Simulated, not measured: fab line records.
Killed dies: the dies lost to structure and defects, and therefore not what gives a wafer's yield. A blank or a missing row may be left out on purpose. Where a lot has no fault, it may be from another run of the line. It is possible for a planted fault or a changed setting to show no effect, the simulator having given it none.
Split-lot trial || flow n5-finfet || on a route of 1938 steps: 7 lots, 39 wafers read

ABOUT THE SPLIT
At N5_BEOL_M0_SAQP_PECVD_96 (deposits a-Si from SiH4/He, target thk 45 nm, time 45.2 s), the setting time-s was moved away from the recipe's 45.2 s on 12 of the 39 wafers read, by -51.3% to +54.8%. For the rest of the wafers, this setting stayed at what the recipe calls for.

FROM THE SPLIT TO THE READING: what the file shows between them, 4 steps
- N5_BEOL_M0_SAQP_PECVD_97: deposits SiNx from SiH4/NH3/N2, target thk 23 nm, time 19.9 s
- N5_BEOL_M0_SAQP_PECVD_04: deposits a-Si from SiH4/He, target thk 60 nm, time 60.2 s
- N5_BEOL_M0_SAQP_ETCH_101: etches SiNx in CH3F/O2, target depth 29.9 nm, time 42.7 s
- N5_BEOL_M0_SAQP_ETCH_102: etches SiO2 in CF4, target depth 4 nm, time 4.4 s

THE READING
oes-product-au, in a.u., at N5_BEOL_M0_SAQP_MANDREL_ETCH_103 (etches a-Si in HBr/Cl2, stops on SiCN, target depth 45 nm, bt time 10 s, time 27 s). On this fab line, fault-free wafers typically give 0.679 a.u. with a standard deviation of 0.012 a.u.

{"wafer": "L077.1", "tool, chamber at the split": "pecvd-04, 1", "time-s as run, s": 45.2, "against the recipe": "recipe", "oes-product-au, a.u.": 0.672, "against lot-mates on the recipe": "-"}
{"wafer": "L077.2", "tool, chamber at the split": "pecvd-04, 0", "time-s as run, s": 29.06, "against the recipe": "-35.7%", "oes-product-au, a.u.": 0.548, "against lot-mates on the recipe": -0.125}
{"wafer": "L077.3", "tool, chamber at the split": "pecvd-04, 2", "time-s as run, s": 29.06, "against the recipe": "-35.7%", "oes-product-au, a.u.": 0.554, "against lot-mates on the recipe": -0.119}
{"wafer": "L077.4", "tool, chamber at the split": "pecvd-04, 0", "time-s as run, s": 29.06, "against the recipe": "-35.7%", "oes-product-au, a.u.": 0.558, "against lot-mates on the recipe": -0.115}
{"wafer": "L077.5", "tool, chamber at the split": "pecvd-04, 1", "time-s as run, s": 45.2, "against the recipe": "recipe", "oes-product-au, a.u.": 0.672, "against lot-mates on the recipe": "-"}
{"wafer": "L077.6", "tool, chamber at the split": "pecvd-04, 2", "time-s as run, s": 45.2, "against the recipe": "recipe", "oes-product-au, a.u.": 0.675, "against lot-mates on the recipe": "-"}
{"wafer": "L083.1", "tool, chamber at the split": "pecvd-03, 1,2", "time-s as run, s": 45.2, "against the recipe": "recipe", "oes-product-au, a.u.": 0.695, "against lot-mates on the recipe": "-"}
{"wafer": "L083.2", "tool, chamber at the split": "pecvd-03, 1,2", "time-s as run, s": 45.2, "against the recipe": "recipe", "oes-product-au, a.u.": 0.687, "against lot-mates on the recipe": "-"}
{"wafer": "L083.3", "tool, chamber at the split": "pecvd-03, 0", "time-s as run, s": 22, "against the recipe": "-51.3%", "oes-product-au, a.u.": 0.478, "against lot-mates on the recipe": -0.214}
{"wafer": "L083.4", "tool, chamber at the split": "pecvd-03, 1", "time-s as run, s": 22, "against the recipe": "-51.3%", "oes-product-au, a.u.": 0.470, "against lot-mates on the recipe": -0.222}
{"wafer": "L083.5", "tool, chamber at the split": "pecvd-03, 0", "time-s as run, s": 22, "against the recipe": "-51.3%", "oes-product-au, a.u.": 0.477, "against lot-mates on the recipe": -0.215}
{"wafer": "L083.6", "tool, chamber at the split": "pecvd-03, 2", "time-s as run, s": 45.2, "against the recipe": "recipe", "oes-product-au, a.u.": 0.694, "against lot-mates on the recipe": "-"}
{"wafer": "L088.1", "tool, chamber at the split": "pecvd-04, 2", "time-s as run, s": 45.2, "against the recipe": "recipe", "oes-product-au, a.u.": 0.697, "against lot-mates on the recipe": "-"}
{"wafer": "L088.2", "tool, chamber at the split": "pecvd-04, 1", "time-s as run, s": 45.2, "against the recipe": "recipe", "oes-product-au, a.u.": 0.660, "against lot-mates on the recipe": "-"}
{"wafer": "L088.3", "tool, chamber at the split": "pecvd-04, 0", "time-s as run, s": 69.95, "against the recipe": "+54.8%", "oes-product-au, a.u.": 0.907, "against lot-mates on the recipe": "+0.223"}
{"wafer": "L088.4", "tool, chamber at the split": "pecvd-04, 1", "time-s as run, s": 69.95, "against the recipe": "+54.8%", "oes-product-au, a.u.": 0.872, "against lot-mates on the recipe": "+0.188"}
{"wafer": "L088.5", "tool, chamber at the split": "pecvd-04, 0", "time-s as run, s": 45.2, "against the recipe": "recipe", "oes-product-au, a.u.": 0.696, "against lot-mates on the recipe": "-"}
{"wafer": "L088.6", "tool, chamber at the split": "pecvd-04, 2", "time-s as run, s": 69.95, "against the recipe": "+54.8%", "oes-product-au, a.u.": 0.917, "against lot-mates on the recipe": "+0.233"}
{"wafer": "L089.1", "tool, chamber at the split": "pecvd-03, 2", "time-s as run, s": 45.2, "against the recipe": "recipe", "oes-product-au, a.u.": 0.663, "against lot-mates on the recipe": "-"}
{"wafer": "L089.2", "tool, chamber at the split": "pecvd-03, 1", "time-s as run, s": 61.04, "against the recipe": "+35.0%", "oes-product-au, a.u.": 0.820, "against lot-mates on the recipe": "+0.146"}
{"wafer": "L089.3", "tool, chamber at the split": "pecvd-03, 0", "time-s as run, s": 61.04, "against the recipe": "+35.0%", "oes-product-au, a.u.": 0.803, "against lot-mates on the recipe": "+0.129"}
{"wafer": "L089.4", "tool, chamber at the split": "pecvd-03, 0", "time-s as run, s": 45.2, "against the recipe": "recipe", "oes-product-au, a.u.": 0.687, "against lot-mates on the recipe": "-"}
{"wafer": "L089.5", "tool, chamber at the split": "pecvd-03, 2", "time-s as run, s": 45.2, "against the recipe": "recipe", "oes-product-au, a.u.": 0.673, "against lot-mates on the recipe": "-"}
{"wafer": "L089.6", "tool, chamber at the split": "pecvd-03, 1", "time-s as run, s": 61.04, "against the recipe": "+35.0%", "oes-product-au, a.u.": 0.821, "against lot-mates on the recipe": "+0.147"}
{"wafer": "L094.1", "tool, chamber at the split": "pecvd-04, 1", "time-s as run, s": 45.2, "against the recipe": "recipe", "oes-product-au, a.u.": 0.678, "against lot-mates on the recipe": "-"}
{"wafer": "L094.2", "tool, chamber at the split": "pecvd-04, 2,1", "time-s as run, s": 45.2, "against the recipe": "recipe", "oes-product-au, a.u.": 0.661, "against lot-mates on the recipe": "-"}
{"wafer": "L094.3", "tool, chamber at the split": "pecvd-04, 0", "time-s as run, s": 45.2, "against the recipe": "recipe", "oes-product-au, a.u.": 0.696, "against lot-mates on the recipe": "-"}
{"wafer": "L094.4", "tool, chamber at the split": "pecvd-04, 2", "time-s as run, s": 45.2, "against the recipe": "recipe", "oes-product-au, a.u.": 0.689, "against lot-mates on the recipe": "-"}
{"wafer": "L094.5", "tool, chamber at the split": "pecvd-04, 0", "time-s as run, s": 45.2, "against the recipe": "recipe", "oes-product-au, a.u.": 0.697, "against lot-mates on the recipe": "-"}
{"wafer": "L094.6", "tool, chamber at the split": "pecvd-04, 2,1", "time-s as run, s": 45.2, "against the recipe": "recipe", "oes-product-au, a.u.": 0.660, "against lot-mates on the recipe": "-"}
{"wafer": "L095.4", "tool, chamber at the split": "pecvd-03, 1", "time-s as run, s": 45.2, "against the recipe": "recipe", "oes-product-au, a.u.": 0.696, "against lot-mates on the recipe": "-"}
{"wafer": "L095.5", "tool, chamber at the split": "pecvd-03, 0", "time-s as run, s": 45.2, "against the recipe": "recipe", "oes-product-au, a.u.": 0.673, "against lot-mates on the recipe": "-"}
{"wafer": "L095.6", "tool, chamber at the split": "pecvd-03, 2", "time-s as run, s": 45.2, "against the recipe": "recipe", "oes-product-au, a.u.": 0.693, "against lot-mates on the recipe": "-"}
{"wafer": "L097.1", "tool, chamber at the split": "pecvd-03, 0", "time-s as run, s": 45.2, "against the recipe": "recipe", "oes-product-au, a.u.": 0.685, "against lot-mates on the recipe": "-"}
{"wafer": "L097.2", "tool, chamber at the split": "pecvd-03, 1", "time-s as run, s": 45.2, "against the recipe": "recipe", "oes-product-au, a.u.": 0.669, "against lot-mates on the recipe": "-"}
{"wafer": "L097.3", "tool, chamber at the split": "pecvd-03, 2", "time-s as run, s": 45.2, "against the recipe": "recipe", "oes-product-au, a.u.": 0.663, "against lot-mates on the recipe": "-"}
{"wafer": "L097.4", "tool, chamber at the split": "pecvd-03, 0", "time-s as run, s": 45.2, "against the recipe": "recipe", "oes-product-au, a.u.": 0.680, "against lot-mates on the recipe": "-"}
{"wafer": "L097.5", "tool, chamber at the split": "pecvd-03, 1", "time-s as run, s": 45.2, "against the recipe": "recipe", "oes-product-au, a.u.": 0.676, "against lot-mates on the recipe": "-"}
{"wafer": "L097.6", "tool, chamber at the split": "pecvd-03, 2", "time-s as run, s": 45.2, "against the recipe": "recipe", "oes-product-au, a.u.": 0.687, "against lot-mates on the recipe": "-"}
The file does not say which wafer passed through which chamber wherever a row lists several chambers: such a row stands for several wafers.

THE FIT
A straight line over all 39 wafers: oes-product-au changes by +0.0039 a.u. for each +1% of time-s; r = +0.99; the points scatter about the line by 0.013 a.u.
The same after taking each lot's own level away (the mean of its wafers on the recipe; 39 wafers): +0.00394 a.u. for each +1%; r = +0.99; scatter 0.014 a.u.
According to that fit, moving time-s by its largest amount changes the reading by 0.22 a.u.
Across the lots, their own levels run from 0.6730 to 0.6920 a.u., a range of 1.6 times the standard deviation given above.
Hence the lot-to-lot level has little effect on the slope; both slopes agree.
Check: with one of the wafers moved furthest among these (+54.8%) left out of the fit, the line predicts +0.215 a.u. for it against its lot-mates. Against them it came out at +0.223 a.u.

THE OTHER SPLITS THESE WAFERS WENT THROUGH
Other splits were also applied to these wafers ahead of the reading. Each is held against what the fit with the lots' levels taken away leaves over:
{"other split on the same wafers": "N5_FIN_SAQP_HM_DEP_03 time-s", "wafers away from the commonest value": 12, "r with oes-product-au (lot level and that fit taken away)": -0.15}
{"other split on the same wafers": "N5_SD_EPI_N_EPI_21 time-s", "wafers away from the commonest value": 15, "r with oes-product-au (lot level and that fit taken away)": -0.12}
{"other split on the same wafers": "N5_HKMG_FIN_ETCH_32 target-depth-a", "wafers away from the commonest value": 15, "r with oes-product-au (lot level and that fit taken away)": -0.07}

THE WHOLE CHAIN: every reading that the file lists as answering this split, in the file's order
{"step": "N5_BEOL_M0_SAQP_PECVD_96", "what it does": "deposits a-Si from SiH4/He, target thk 45 nm, time 45.2 s", "reading": "a-Si_of_BEOL_M0_SAQP_PECVD_96.thk-nm (the simulator's own value, which no gauge read)", "change (the file's fit)": "+0.449 nm for each +1% of the setting", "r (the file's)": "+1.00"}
{"step": "N5_BEOL_M0_SAQP_MANDREL_ETCH_103", "what it does": "etches a-Si in HBr/Cl2, stops on SiCN, target depth 45 nm, bt time 10 s, time 27 s", "reading": "oes-product-au", "change (the file's fit)": "+0.00394 a.u. for each +1% of the setting", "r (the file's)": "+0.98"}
{"step": "N5_BEOL_M0_SAQP_MANDREL_ETCH_103", "what it does": "etches a-Si in HBr/Cl2, stops on SiCN, target depth 45 nm, bt time 10 s, time 27 s", "reading": "etch.depth-nm (the simulator's own value, which no gauge read)", "change (the file's fit)": "+0.449 nm for each +1% of the setting", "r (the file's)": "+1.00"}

THE FILE'S OWN FIT
oes-product-au changes by +0.00394 a.u. for each +1% of time-s, r = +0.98.
